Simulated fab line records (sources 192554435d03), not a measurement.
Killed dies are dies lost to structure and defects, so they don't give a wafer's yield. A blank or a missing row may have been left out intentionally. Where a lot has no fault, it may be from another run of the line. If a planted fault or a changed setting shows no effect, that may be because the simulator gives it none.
fab line records / flow n5Finfet
[record] lots = 4 wafers = 12 lastDay = 20
route steps=1938 shown BEOL_M4@1099 BEOL_M5@1112 BEOL_M9@1404 PASSIVATION@1936
lots untouched by any fault: they come from a run of this same line in which no faults occurred
startH: hours from the record's opening day to when the first of the lot's shown wafers began / waitH: how many hours have passed since the lot's step before this one / " repeats the value in the row above / L1.1+2: a single row standing in for several wafers / - no value, or no start given / * or withheld: withheld / < > ~ a bound
route shown NAME@n: a module of which the file shows steps, and the number in the route of the first / usual: mean and standard deviation over wafers with no fault / same: alike in all rows / chamber/n: place in a boat / sites: the reading at each site / _std_site: standard deviation across them / _edge_site: the outer-site mean with the inner-site mean subtracted / radiusMm: how far each site lies from the wafer's centre / mask NAME#n: copy n / behind: the last tool/chamber to shape the wafer / hold: why the lot was held/for how many hours/how that ended / device: the transistor (n, p or np) that didn't switch / end of line: at the end of the route, the tests of the same wafers / a step given without rows: its recipe and nothing more / killed: at the first sort, the dies lost to defects and structure; wafer yield is something else / map: a wafer's dies, x killed, . not, _ none there
set.NAME: the setting that was run; set.NAME@STEP: the one run at that earlier step / model.NAME: the simulator's own value behind a step, which no gauge read
a table for each step, a row for each wafer; lots at some steps of the route
services: when a tool's chamber went out of use (startH, in hours from the record's first day, below 0 if earlier), for how many hours, and the reason
[[steps]]
[step N5_BEOL_M4_ANNEAL_95]
[recipe] tempC = 400 timeS = 240 ambient = vacuum
[step N5_BEOL_M4_SPUTTER_96]
[recipe] material = Cu targetThkA = 45 tempC = -20 chamberPressurePa = 0.07 powerW = withheld timeS = 8.29
[step N5_BEOL_M4_ECD_50]
[recipe] material = Cu targetThkA = 3000
[step N5_BEOL_M4_ANNEAL_51]
[recipe] tempC = 225 timeS = 90 ambient = N2
[step N5_BEOL_M4_CMP_52]
[recipe] stopOn = SiOC tOverpolishS = 6.8 downForcePsi = 1 platenRpm = 50 clearingPlatenDownForcePsi = 1.5 clearingPlatenRpm = 50 postCmpClean = cuAlkaline targetThkNm = 40 clearingPlatenPadVelocityMS = 0.99484 padVelocityMS = 0.99484
[step N5_BEOL_M4_PRE_CLEAN_60]
[recipe] gas = NH3/H2 timeS = 15 tempC = * rfPowerW = 300
[step N5_BEOL_M4_CO_CAP_55]
[recipe] material = Co targetThkA = 20 tempC = 200 precursor = CCTBA/H2 pressureTorr = 30 timeS = 102.1
[step N5_BEOL_M4_PRE_CLEAN_56]
[recipe] gas = NH3 timeS = 15 tempC = withheld rfPowerW = 300
[step N5_BEOL_M4_DEP_57]
[recipe] material = SiCN targetThkA = 80 tempC = withheld precursor = 3MS/NH3 pressureTorr = 3 rfW = 202 timeS = 14
[step N5_BEOL_M4_RC_MEAS_101]
[usual] DIBL_N = 36.3/1.6 DIBL_P = 36.4/2.1 IOFF_N = 0.16/0.032 IOFF_P = 0.22/0.044 ION_N = 675/12 ION_P = 463/8.3 SS_N = 71.6/0.64 SS_P = 73.3/0.67 VT_N = 250/3.3 VT_P = -250/3.7
lot.wafer=L252.1 tool=prober-01 chamber=0 startH=291.12 waitH=0.0 DIBL_N[mV/V]=37.7 DIBL_P[mV/V]=38.8 IOFF_N[nA/um]=0.21 IOFF_P[nA/um]=0.25 ION_N[uA/um]=681 ION_P[uA/um]=462 SS_N[mV/dec]=72.8 SS_P[mV/dec]=74.3 VT_N[mV]=245 VT_P[mV]=-247
lot.wafer=L252.2 tool=prober-01 chamber=0 startH=291.12 waitH=0.0 DIBL_N[mV/V]=39.5 DIBL_P[mV/V]=42.2 IOFF_N[nA/um]=0.26 IOFF_P[nA/um]=0.33 ION_N[uA/um]=704 ION_P[uA/um]=480 SS_N[mV/dec]=73.4 SS_P[mV/dec]=74.9 VT_N[mV]=245 VT_P[mV]=-244
lot.wafer=L252.6 tool=prober-01 chamber=0 startH=291.12 waitH=0.0 DIBL_N[mV/V]=36.5 DIBL_P[mV/V]=38.8 IOFF_N[nA/um]=0.19 IOFF_P[nA/um]=0.25 ION_N[uA/um]=693 ION_P[uA/um]=476 SS_N[mV/dec]=72.3 SS_P[mV/dec]=73.4 VT_N[mV]=247 VT_P[mV]=-248
lot.wafer=L253.1 tool=prober-02 chamber=0 startH=300.26 waitH=0.0 DIBL_N[mV/V]=35.5 DIBL_P[mV/V]=35.0 IOFF_N[nA/um]=0.14 IOFF_P[nA/um]=0.19 ION_N[uA/um]=671 ION_P[uA/um]=459 SS_N[mV/dec]=71.4 SS_P[mV/dec]=72.9 VT_N[mV]=250 VT_P[mV]=-247
lot.wafer=L253.2 tool=prober-02 chamber=0 startH=300.26 waitH=0.0 DIBL_N[mV/V]=38.9 DIBL_P[mV/V]=39.4 IOFF_N[nA/um]=0.20 IOFF_P[nA/um]=0.25 ION_N[uA/um]=672 ION_P[uA/um]=458 SS_N[mV/dec]=72.8 SS_P[mV/dec]=73.9 VT_N[mV]=248 VT_P[mV]=-247
lot.wafer=L253.4 tool=prober-02 chamber=0 startH=300.26 waitH=0.0 DIBL_N[mV/V]=37.8 DIBL_P[mV/V]=37.6 IOFF_N[nA/um]=0.18 IOFF_P[nA/um]=0.23 ION_N[uA/um]=685 ION_P[uA/um]=468 SS_N[mV/dec]=72.6 SS_P[mV/dec]=73.3 VT_N[mV]=249 VT_P[mV]=-248
lot.wafer=L260.4 tool=prober-02 chamber=0 startH=351.32 waitH=0.5 DIBL_N[mV/V]=38.6 DIBL_P[mV/V]=37.5 IOFF_N[nA/um]=0.16 IOFF_P[nA/um]=0.21 ION_N[uA/um]=666 ION_P[uA/um]=452 SS_N[mV/dec]=72.7 SS_P[mV/dec]=73.7 VT_N[mV]=254 VT_P[mV]=-253
lot.wafer=L260.5 tool=prober-02 chamber=0 startH=351.32 waitH=0.5 DIBL_N[mV/V]=37.3 DIBL_P[mV/V]=37.4 IOFF_N[nA/um]=0.15 IOFF_P[nA/um]=0.22 ION_N[uA/um]=668 ION_P[uA/um]=458 SS_N[mV/dec]=71.8 SS_P[mV/dec]=73.0 VT_N[mV]=251 VT_P[mV]=-251
lot.wafer=L260.6 tool=prober-02 chamber=0 startH=351.32 waitH=0.5 DIBL_N[mV/V]=36.7 DIBL_P[mV/V]=34.2 IOFF_N[nA/um]=0.13 IOFF_P[nA/um]=0.17 ION_N[uA/um]=665 ION_P[uA/um]=452 SS_N[mV/dec]=71.3 SS_P[mV/dec]=72.2 VT_N[mV]=257 VT_P[mV]=-254
lot.wafer=L262.1 tool=prober-01 chamber=0 startH=381.10 waitH=0.0 DIBL_N[mV/V]=36.1 DIBL_P[mV/V]=35.0 IOFF_N[nA/um]=0.16 IOFF_P[nA/um]=0.21 ION_N[uA/um]=677 ION_P[uA/um]=464 SS_N[mV/dec]=72.1 SS_P[mV/dec]=72.6 VT_N[mV]=251 VT_P[mV]=-249
lot.wafer=L262.2 tool=prober-01 chamber=0 startH=381.10 waitH=0.0 DIBL_N[mV/V]=37.0 DIBL_P[mV/V]=36.6 IOFF_N[nA/um]=0.17 IOFF_P[nA/um]=0.23 ION_N[uA/um]=676 ION_P[uA/um]=468 SS_N[mV/dec]=72.2 SS_P[mV/dec]=73.1 VT_N[mV]=249 VT_P[mV]=-247
lot.wafer=L262.4 tool=prober-01 chamber=0 startH=381.10 waitH=0.0 DIBL_N[mV/V]=36.2 DIBL_P[mV/V]=36.2 IOFF_N[nA/um]=0.16 IOFF_P[nA/um]=0.23 ION_N[uA/um]=686 ION_P[uA/um]=473 SS_N[mV/dec]=71.7 SS_P[mV/dec]=72.7 VT_N[mV]=248 VT_P[mV]=-250
[step N5_BEOL_M5_ILD_DEP_00]
[recipe] material = SiCOH_lowk targetThkA = 1406.4 tempC = 300 precursor = DEMS/porogen pressureTorr = 5 rfW = 500 timeS = 25.9
[step N5_BEOL_M5_CURE_79]
[recipe] tempC = 385 timeS = 240 ambient = He/Ar material = SiCOH_lowk
[step N5_BEOL_M5_PECVD_70]
[recipe] material = SiO2 targetThkA = 160 tempC = 400 precursor = TEOS/O2 pressureTorr = 5.5 rfW = 450 teosFlowSccm = 53.8 gas = O2 flowSccm = 3000 timeS = 18
[step N5_BEOL_M5_HM_DEP_02]
[recipe] material = TiN targetThkA = 200 tempC = 25 chamberPressurePa = 0.49996
[step N5_BEOL_M5_COAT_59]
[recipe] resist = SOC tempC = 250 timeS = 60 spinRpm = 1500 resistThkNm = 60
[step N5_BEOL_M5_COAT_60]
[recipe] resist = SiARC tempC = 220 timeS = 60 spinRpm = 1500 resistThkNm = 12
[step N5_BEOL_M5_COAT_71]
[recipe] resist = underlayer tempC = 205 timeS = 60 spinRpm = 1500 resistThkNm = 5
[step N5_BEOL_M5_COAT_05]
[recipe] resist = CAR-EUV spinRpm = 1500 resistThkNm = 30
[step N5_BEOL_M5_EBR_07]
[recipe] solvent = PGMEA ebrWidthMm = 1.5
[step N5_BEOL_M5_SOFTBAKE_06]
[recipe] tempC = 110 timeS = 60 resist = CAR-EUV
[step N5_BEOL_M5_EXPOSE_08]
[recipe] maskId = M5 na = 0.33 sourceShape = annular sigmaInner = 0.4 sigmaOuter = 0.8 polarization = unpolarized targetCdNm = 28 doseMj = 35.75
[step N5_BEOL_M5_PEB_09]
[recipe] pebTempC = 100 pebTimeS = 60 resist = CAR-EUV
[step N5_BEOL_M5_DEVELOP_10]
[recipe] developTimeS = 30 developer = TMAH resist = CAR-EUV rinseLiquid = surfactantRinse dry = airSpin devTempC = 23
[step N5_BEOL_M5_DESCUM_16]
[recipe] chemistry = O2 timeS = 7 sourcePowerW = 50 biasPowerW = 20 pressureMtorr = 20 rfFrequencyHz = 2.712e+07 tempC = 40 resist = CAR-EUV o2FlowSccm = 225
[step N5_BEOL_M5_ETCH_72]
[recipe] chemistry = N2/H2 target = underlayer targetDepthA = 65 maskMaterial = CAR-EUV timeS = 5.2 ionEnergyEv = 200 pressureMtorr = 30 sourceW = 840 biasW = 150 n2FlowSccm = 200 h2FlowSccm = 200 ends = cleared
[step N5_BEOL_M5_ETCH_61]
[recipe] chemistry = CF4 target = SiARC targetDepthA = 156 maskMaterial = CAR-EUV timeS = 26 ionEnergyEv = 80 pressureMtorr = 40 sourceW = 545 biasW = 36 Ar_flow_sccm = 100 cf4FlowSccm = 100 ends = cleared
[step N5_BEOL_M5_ETCH_62]
[recipe] chemistry = N2/H2 target = SOC targetDepthA = 750 overetchA = 150 maskMaterial = SiARC tempC = 40 timeS = 112.5 ionEnergyEv = 200 pressureMtorr = 30 sourceW = 840 biasW = 150 n2FlowSccm = 200 h2FlowSccm = 200
[step N5_BEOL_M5_STRIP_63]
[recipe] chemistry = N2/H2 tempC = 40 n2FlowSccm = 200 h2FlowSccm = 200 rfFrequencyHz = 6e+07
[step N5_BEOL_M5_STRIP_73]
[recipe] chemistry = N2/H2 tempC = 40 n2FlowSccm = 200 h2FlowSccm = 200 rfFrequencyHz = 6e+07
[step N5_BEOL_M5_STRIP_64]
[recipe] chemistry = CF4 resist = SiARC powerW = 300 biasPowerW = 75 pressureMtorr = 50 cf4FlowSccm = 150 rfFrequencyHz = 6e+07
[step N5_BEOL_M5_HM_OPEN_17]
[recipe] chemistry = Cl2/BCl3 targetDepthA = 200 overetchA = 60 target = TiN maskMaterial = SOC ionEnergyEv = 150 pressureMtorr = 10 icpW = 1000 biasW = 126 Cl2_flow_sccm = 53.25 bcl3FlowSccm = 21.75 Ar_flow_sccm = 25
[step N5_BEOL_M5_STRIP_19]
[recipe] chemistry = O2 powerW = 400 tempC = 40 pressureMtorr = 30 rfFrequencyHz = 6e+07 biasPowerW = 0 overashFraction = 0.2 o2FlowSccm = 225
[step N5_BEOL_M5_COAT_65]
[recipe] resist = SOC tempC = 250 timeS = 60 spinRpm = 1500 resistThkNm = 60
[step N5_BEOL_M5_COAT_66]
[recipe] resist = SiARC tempC = 220 timeS = 60 spinRpm = 1500 resistThkNm = 12
[step N5_BEOL_M9_PECVD_70]
[recipe] material = SiO2 targetThkA = 200 tempC = 400 precursor = TEOS/O2 pressureTorr = 5.5 rfW = 450 teosFlowSccm = 53.8 gas = O2 flowSccm = 3000 timeS = 22.7
[usual] chamberPressureTorr = 5.500/0.012 heaterPowerOuterW = 425/53 heaterPowerW = 726/83 showerheadPlenumPTorr = 8.77/0.079 throttleValvePct = 22.1/1.1 timeS = 22.7/0
lot.wafer=L252.1 tool=pecvd-04 chamber=1 startH=334.78 waitH=0.0 chamberPressureTorr=- heaterPowerOuterW=- heaterPowerW=- showerheadPlenumPTorr=- throttleValvePct=- timeS=-
lot.wafer=L252.2 tool=pecvd-04 chamber=2 startH=334.78 waitH=0.0 chamberPressureTorr=- heaterPowerOuterW=- heaterPowerW=- showerheadPlenumPTorr=- throttleValvePct=- timeS=-
lot.wafer=L252.6 tool=pecvd-04 chamber=1 startH=334.78 waitH=0.0 chamberPressureTorr=- heaterPowerOuterW=- heaterPowerW=- showerheadPlenumPTorr=- throttleValvePct=- timeS=-
lot.wafer=L253.1 tool=pecvd-04 chamber=2 startH=345.13 waitH=0.0 chamberPressureTorr=- heaterPowerOuterW=- heaterPowerW=- showerheadPlenumPTorr=- throttleValvePct=- timeS=-
lot.wafer=L253.2 tool=pecvd-04 chamber=1 startH=345.13 waitH=0.0 chamberPressureTorr=- heaterPowerOuterW=- heaterPowerW=- showerheadPlenumPTorr=- throttleValvePct=- timeS=-
lot.wafer=L253.4 tool=pecvd-04 chamber=1 startH=345.13 waitH=0.0 chamberPressureTorr=- heaterPowerOuterW=- heaterPowerW=- showerheadPlenumPTorr=- throttleValvePct=- timeS=-
lot.wafer=L260.4 tool=pecvd-02 chamber=2 startH=392.06 waitH=0.1 chamberPressureTorr=5.511 heaterPowerOuterW=382 heaterPowerW=751 showerheadPlenumPTorr=8.60 throttleValvePct=22.7 timeS=22.7
lot.wafer=L260.5 tool=pecvd-02 chamber=2 startH=392.06 waitH=0.1 chamberPressureTorr=5.492 heaterPowerOuterW=377 heaterPowerW=750 showerheadPlenumPTorr=8.64 throttleValvePct=22.9 timeS=22.7
lot.wafer=L260.6 tool=pecvd-02 chamber=1 startH=392.06 waitH=0.1 chamberPressureTorr=5.502 heaterPowerOuterW=485 heaterPowerW=793 showerheadPlenumPTorr=8.85 throttleValvePct=22.1 timeS=22.7
lot.wafer=L262.1 tool=pecvd-04 chamber=0 startH=419.53 waitH=0.0 chamberPressureTorr=5.483 heaterPowerOuterW=384 heaterPowerW=602 showerheadPlenumPTorr=8.79 throttleValvePct=21.2 timeS=22.7
lot.wafer=L262.2 tool=pecvd-04 chamber=2 startH=419.53 waitH=0.0 chamberPressureTorr=5.496 heaterPowerOuterW=374 heaterPowerW=645 showerheadPlenumPTorr=8.73 throttleValvePct=21.3 timeS=22.7
lot.wafer=L262.4 tool=pecvd-04 chamber=0 startH=419.53 waitH=0.0 chamberPressureTorr=5.467 heaterPowerOuterW=398 heaterPowerW=607 showerheadPlenumPTorr=8.79 throttleValvePct=20.7 timeS=22.7
[step N5_PASSIVATION_PROBE_49]
[usual] defectLimitedYield = 91.4/1.2 killed_at_M0_to_M3 = 35/11 killed_at_M4_up = 14/6 killedAtContacts = 12/6.7 killedAtFrontEnd = 37/9.7 killedAtOther = 3.5/2.5 killedDies = 102/15 killedOnRim = 13/3.6 killedOpen = 67/12 killedShort = 33/7.3 sort_bin_5_function = 5.1/0.81 sort_bin_6_memory = 3.2/0.65 sortNPass = 1078/15 sortYieldPct = 91.4/1.2
[same] grossDies = 1180 killedAtBackSide = 0 sort_bin_4_leakage[%] = 0 sort_bin_8_speed[%] = 0
lot.wafer=L252.1 tool=prober-02 chamber=- startH=389.64 waitH=0.0 defectLimitedYield[%]=64.7 killed_at_M0_to_M3=31 killed_at_M4_up=342 killedAtContacts=5 killedAtFrontEnd=36 killedAtOther=2 killedDies=416 killedOnRim=111 killedOpen=64 killedShort=28 sort_bin_5_function[%]=32.7 sort_bin_6_memory[%]=2.4 sortNPass=764 sortYieldPct[%]=64.7
lot.wafer=L252.2 tool=prober-02 chamber=- startH=389.69 waitH=0.1 defectLimitedYield[%]=62.5 killed_at_M0_to_M3=34 killed_at_M4_up=361 killedAtContacts=5 killedAtFrontEnd=38 killedAtOther=5 killedDies=443 killedOnRim=91 killedOpen=84 killedShort=27 sort_bin_5_function[%]=34.2 sort_bin_6_memory[%]=3.1 sortNPass=737 sortYieldPct[%]=62.5
lot.wafer=L252.6 tool=prober-02 chamber=- startH=389.89 waitH=0.3 defectLimitedYield[%]=65.7 killed_at_M0_to_M3=31 killed_at_M4_up=322 killedAtContacts=18 killedAtFrontEnd=29 killedAtOther=5 killedDies=405 killedOnRim=114 killedOpen=58 killedShort=38 sort_bin_5_function[%]=30.8 sort_bin_6_memory[%]=3.3 sortNPass=775 sortYieldPct[%]=65.7
lot.wafer=L253.1 tool=prober-02 chamber=- startH=408.37 waitH=0.0 defectLimitedYield[%]=63.3 killed_at_M0_to_M3=38 killed_at_M4_up=344 killedAtContacts=23 killedAtFrontEnd=28 killedAtOther=0 killedDies=433 killedOnRim=86 killedOpen=73 killedShort=25 sort_bin_5_function[%]=34.1 sort_bin_6_memory[%]=2.5 sortNPass=747 sortYieldPct[%]=63.3
lot.wafer=L253.2 tool=prober-02 chamber=- startH=408.42 waitH=0.1 defectLimitedYield[%]=65.3 killed_at_M0_to_M3=33 killed_at_M4_up=316 killedAtContacts=13 killedAtFrontEnd=46 killedAtOther=1 killedDies=409 killedOnRim=115 killedOpen=82 killedShort=26 sort_bin_5_function[%]=31.0 sort_bin_6_memory[%]=3.6 sortNPass=771 sortYieldPct[%]=65.3
lot.wafer=L253.4 tool=prober-02 chamber=- startH=408.52 waitH=0.2 defectLimitedYield[%]=63.9 killed_at_M0_to_M3=50 killed_at_M4_up=331 killedAtContacts=16 killedAtFrontEnd=25 killedAtOther=4 killedDies=426 killedOnRim=105 killedOpen=62 killedShort=37 sort_bin_5_function[%]=32.3 sort_bin_6_memory[%]=3.6 sortNPass=754 sortYieldPct[%]=63.9
lot.wafer=L260.4 tool=prober-01 chamber=- startH=460.31 waitH=0.2 defectLimitedYield[%]=93.8 killed_at_M0_to_M3=19 killed_at_M4_up=12 killedAtContacts=6 killedAtFrontEnd=34 killedAtOther=2 killedDies=73 killedOnRim=8 killedOpen=55 killedShort=17 sort_bin_5_function[%]=3.7 sort_bin_6_memory[%]=2.1 sortNPass=1107 sortYieldPct[%]=93.8
lot.wafer=L260.5 tool=prober-01 chamber=- startH=460.36 waitH=0.2 defectLimitedYield[%]=91.9 killed_at_M0_to_M3=34 killed_at_M4_up=19 killedAtContacts=1 killedAtFrontEnd=38 killedAtOther=4 killedDies=96 killedOnRim=14 killedOpen=60 killedShort=31 sort_bin_5_function[%]=4.3 sort_bin_6_memory[%]=3.3 sortNPass=1084 sortYieldPct[%]=91.9
lot.wafer=L260.6 tool=prober-01 chamber=- startH=460.41 waitH=0.3 defectLimitedYield[%]=92.8 killed_at_M0_to_M3=25 killed_at_M4_up=14 killedAtContacts=4 killedAtFrontEnd=40 killedAtOther=2 killedDies=85 killedOnRim=13 killedOpen=50 killedShort=35 sort_bin_5_function[%]=4.3 sort_bin_6_memory[%]=2.6 sortNPass=1095 sortYieldPct[%]=92.8
lot.wafer=L262.1 tool=prober-02 chamber=- startH=475.95 waitH=0.0 defectLimitedYield[%]=91.8 killed_at_M0_to_M3=25 killed_at_M4_up=13 killedAtContacts=16 killedAtFrontEnd=39 killedAtOther=4 killedDies=97 killedOnRim=10 killedOpen=57 killedShort=35 sort_bin_5_function[%]=4.7 sort_bin_6_memory[%]=3.2 sortNPass=1083 sortYieldPct[%]=91.8
lot.wafer=L262.2 tool=prober-02 chamber=- startH=476.00 waitH=0.1 defectLimitedYield[%]=90.0 killed_at_M0_to_M3=37 killed_at_M4_up=18 killedAtContacts=25 killedAtFrontEnd=35 killedAtOther=3 killedDies=118 killedOnRim=11 killedOpen=71 killedShort=44 sort_bin_5_function[%]=5.8 sort_bin_6_memory[%]=4.0 sortNPass=1062 sortYieldPct[%]=90.0
lot.wafer=L262.4 tool=prober-02 chamber=- startH=476.10 waitH=0.2 defectLimitedYield[%]=88.6 killed_at_M0_to_M3=50 killed_at_M4_up=18 killedAtContacts=30 killedAtFrontEnd=33 killedAtOther=4 killedDies=135 killedOnRim=8 killedOpen=91 killedShort=41 sort_bin_5_function[%]=6.4 sort_bin_6_memory[%]=4.9 sortNPass=1045 sortYieldPct[%]=88.6
// killed by level:class
L252.1 BEOL_M9:areaPecvd=323 STI_FIN_REVEAL:geometricParticle:open=10 BEOL_M4:geometricParticle:open=10 BEOL_M0_SAQP:geometricParticle:short=6 FIN_SAQP:geometricParticle:open=5 BEOL_M2:geometricParticle:open=5 MOL_CONTACT_COAG:geometricParticle:open=4 BEOL_M1:geometricParticle:open=4
L252.2 BEOL_M9:areaPecvd=332 BEOL_M4:geometricParticle:open=14 BEOL_M3:geometricParticle:open=11 FIN_SAQP:geometricParticle:open=10 DUMMY_GATE:geometricParticle:open=10 BEOL_M4:geometricParticle:short=5 GATE_CUT:geometricParticle:short=4 GATE_CUT:geometricParticle:open=4
L252.6 BEOL_M9:areaPecvd=309 MOL_CONTACT_COAG:geometricParticle:open=13 FIN_SAQP:geometricParticle:short=5 DUMMY_GATE:geometricParticle:open=5 MOL_CONTACT_COAG:geometricParticle:short=5 BEOL_M3:geometricParticle:open=5 BEOL_M0_SAQP:geometricParticle:open=5 BEOL_M2:geometricParticle:open=5
L253.1 BEOL_M9:areaPecvd=333 MOL_CONTACT_COAG:geometricParticle:open=19 FIN_SAQP:geometricParticle:open=11 BEOL_M2:geometricParticle:open=9 BEOL_M0_SAQP:geometricParticle:short=8 BEOL_M1:geometricParticle:open=5 BEOL_M3:geometricParticle:open=5 MOL_CONTACT_COAG:geometricParticle:short=4
L253.2 BEOL_M9:areaPecvd=301 FIN_SAQP:geometricParticle:open=27 BEOL_M1:geometricParticle:open=18 MOL_CONTACT_COAG:geometricParticle:open=10 FIN_SAQP:geometricParticle:short=9 BEOL_M3:geometricParticle:open=6 BEOL_M2:geometricParticle:open=4 BEOL_M4:geometricParticle:open=4
L253.4 BEOL_M9:areaPecvd=326 BEOL_M0_SAQP:geometricParticle:short=15 BEOL_M2:geometricParticle:open=11 FIN_SAQP:geometricParticle:open=10 MOL_CONTACT_COAG:geometricParticle:open=10 BEOL_M1:geometricParticle:open=9 MOL_CONTACT_COAG:geometricParticle:short=6 BEOL_M0_SAQP:geometricParticle:open=5
L260.4 STI_FIN_REVEAL:geometricParticle:open=13 FIN_SAQP:geometricParticle:open=8 FIN_SAQP:geometricParticle:short=7 MOL_CONTACT_COAG:geometricParticle:open=5 BEOL_M3:geometricParticle:open=5 BEOL_M4:geometricParticle:open=5 BEOL_M0:geometricParticle:open=3 GATE_CUT:geometricParticle:open=2
L260.5 BEOL_M1:geometricParticle:open=17 FIN_SAQP:geometricParticle:short=9 BEOL_M1:geometricParticle:short=8 FIN_SAQP:geometricParticle:open=5 STI_FIN_REVEAL:geometricParticle:open=5 DUMMY_GATE:geometricParticle:open=5 BEOL_M4:geometricParticle:open=5 HKMG_FIN:areaEtch=5
L260.6 FIN_SAQP:geometricParticle:open=12 FIN_SAQP:geometricParticle:short=11 BEOL_M2:geometricParticle:open=8 BEOL_M7:geometricParticle:open=6 BEOL_M1:geometricParticle:open=4 BEOL_M3:geometricParticle:open=4 STARTING-WAFER:geometricParticle:open=4 DUMMY_GATE:geometricParticle:short=3
L262.1 MOL_CONTACT_COAG:geometricParticle:open=12 FIN_SAQP:geometricParticle:short=11 STI_FIN_REVEAL:geometricParticle:open=8 FIN_SAQP:geometricParticle:open=6 BEOL_M0:geometricParticle:short=5 BEOL_M3:geometricParticle:open=5 MOL_CONTACT_COAG:geometricParticle:short=4 BEOL_M4:geometricParticle:open=4
L262.2 MOL_CONTACT_COAG:geometricParticle:open=17 BEOL_M2:geometricParticle:open=9 MOL_CONTACT_COAG:geometricParticle:short=8 BEOL_M4:geometricParticle:open=7 FIN_SAQP:geometricParticle:open=6 STI_FIN_REVEAL:geometricParticle:open=6 BEOL_M0_SAQP:geometricParticle:short=6 BEOL_M1:geometricParticle:open=6
L262.4 MOL_CONTACT_COAG:geometricParticle:open=24 BEOL_M1:geometricParticle:open=15 BEOL_M2:geometricParticle:open=11 FIN_SAQP:geometricParticle:short=9 BEOL_M0:geometricParticle:short=8 MOL_CONTACT_COAG:geometricParticle:short=6 BEOL_M4:geometricParticle:open=6 BEOL_M0:geometricParticle:open=5
// map L252.2 (x killed, . not)
_________________xxxxxxxxxxxx________________
______________x.xxxxxxxxx.xxxxxx_____________
___________xxxx.xxxxxxxx.xxxxx.xxxx__________
__________xxxxxx.xxxxx..xxxxxxxx.xxx_________
________xxxxxx.xx.xxxx.xx.xx...xxxxxxx_______
_______xxxxxxxxxxx.x...xxxxx.xx.xxxx..x______
______xxxxxxxx.xx.xx.x..x.x.xx..x...xxxx_____
_____xxxxxxxxxxxxxx.xxx......xx...x..x..x____
____xx.xx..xxxx.xxxx.xx.xx...x.xxx...xxxxx___
___.xxxxx..xxxxxxxx..x..x.....xx.x..x.xx.xx__
___xxxx.x.....xxx...x........x.xx.x...x.x.x__
__xxx.xxxxxxxx......xx.....xx.xx.x.....xx.xx_
__x..xxx.x......x..x...x...x.xx...x......x.._
_.xx.xx.......xx........x.x.x....x.xx...x..x.
_x.xxx.xxx..x.x.x..x....x.x..........x.......
_xxx.xx.....x....x.x....xx..........x.....xxx
_xx...xxxx............x.......x........x..x.x
_.x...xx.x.......x.......x......x...........x
_xxx.xxxx....................x.......x.xx....
_xxx..x.xxxx.x.......x...x........x.x..x....x
_xxxxx..x.........x....xx......x.....x.....xx
__...xx...........x...x.......x....x...x..x._
__.x.xxx...xx..x......x.x.x..x...........xx._
___xx....xx....................x........x..__
___.xx...xx.xx...x..x...x....x..x..x.......__
____..xxx...x...x......x.......x.x........___
_____x..xx...........x...................____
______...x.....x...x..........x.x......._____
_______xx...x.......xx.......x....x..x.______
________x.xxx...........x.......x...xx_______
__________....x...x...x.....x......x_________
___________.....xx.......x.........__________
______________.x............x..._____________
_________________............________________
// map L253.1 (x killed, . not)
_________________xxxxxxxxxxxx________________
______________xxxxxxxxxxxxxxxxxx_____________
___________xxx.xxxxxxxxx.x.xxxxxx.x__________
__________x.xxxxxxx.x.xxxxx.xxxxxxxx_________
________xxx.xxxxxx...xxxxxxx..xx..xxxx_______
_______xxxxxxx.x.xxx.xxx.xx..xxxxx.xx..______
______xxx.xxxxxxxxxx.xx.xx.x...xxxx.xxxx_____
_____xxxx.xx.xxxxx.xx..x.x.xxxx.xxx..xx..____
____x..xxxxxxx.x.xxx..x..x.x.x..x.xx..xx..___
___xxxxx.xxx.xxxx....x.x.....xx.......xxxxx__
___xxx.x.xx.....x.x.......xx.x......x.....x__
__xxx.xx.x.xxx..x.x...x.....x...x....x.x..x._
__xx.xx..x....x....x.x.........xx.....x..xx._
_xx.xxxxxx.x.x............xxx...........x.x..
_xxx.xxx.xx............x.....x..xx...x..x..xx
_xxxxxxx..xx.....x........x...........xx.....
_xx.x.xx...x.x..x...............xx....x...xxx
_x.xx...x.x...x........xx..x...x.x........xx.
_xxx..x.xx.x.xx..............x...x...........
_xx.......x.................x..x.....x.......
_xx.xxxxx...x.x....x......x...x..............
__x...x.xx.x..x......x.x..x.x..............._
__x..x.x.....x.x.....x.................x..x._
___....xxxxxx...xx...x..x...........x.x....__
___.x..x...xx...x..........x.......xx...x..__
____.....x.x.x...x..........x.....x.xxx...___
_____xx.xx..............................x____
______x....x..........................x._____
_______xx..x.x...........x........xx...______
________..x..x........x......x........_______
__________.x.x.x.x.................._________
___________x.......x.x.........x..x__________
______________..x..........x...._____________
_________________xx.......x..________________
[[services]]
tool=pecvd-02 chamber=1 startH=314.06 hours=5.5 kind=scheduledDown
tool=pecvd-04 chamber=0 startH=336.82 hours=- kind=clean
tool=pecvd-04 chamber=0 startH=336.82 hours=29.5 kind=scheduledDown
tool=pecvd-04 chamber=0 startH=336.82 hours=29.5 kind=ventCycle
tool=pecvd-02 chamber=0 startH=355.07 hours=39.7 kind=repair
tool=pecvd-02 chamber=1 startH=366.88 hours=2.1 kind=scheduledDown
tool=pecvd-02 chamber=1 startH=394.72 hours=- kind=clean
tool=pecvd-02 chamber=1 startH=394.72 hours=- kind=consumableReplace:showerhead
tool=pecvd-02 chamber=1 startH=394.72 hours=29.0 kind=scheduledDown
tool=pecvd-02 chamber=1 startH=394.72 hours=29.0 kind=ventCycle
[[key]]
[firstSign] step = N5_BEOL_M9_PECVD_70 reading = toolRecord direction = missing
[effect] step = N5_PASSIVATION_PROBE_49 reading = killed_at_M4_up direction = up sigmas = 54 usual = 14 struck = 336
[moreKillsBornAt] N5_BEOL_M9_PECVD_70@pecvd-04 = 1924
metAt N5_BEOL_M9_PECVD_70
struckWafers L252.1,L252.2,L252.6,L253.1,L253.2,L253.4
[fault] kind = skippedStepWhole tool = pecvd-04 chamber = - onsetH = 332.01 steps = N5_BEOL_M9_PECVD_70 scope = struckLotsOnly
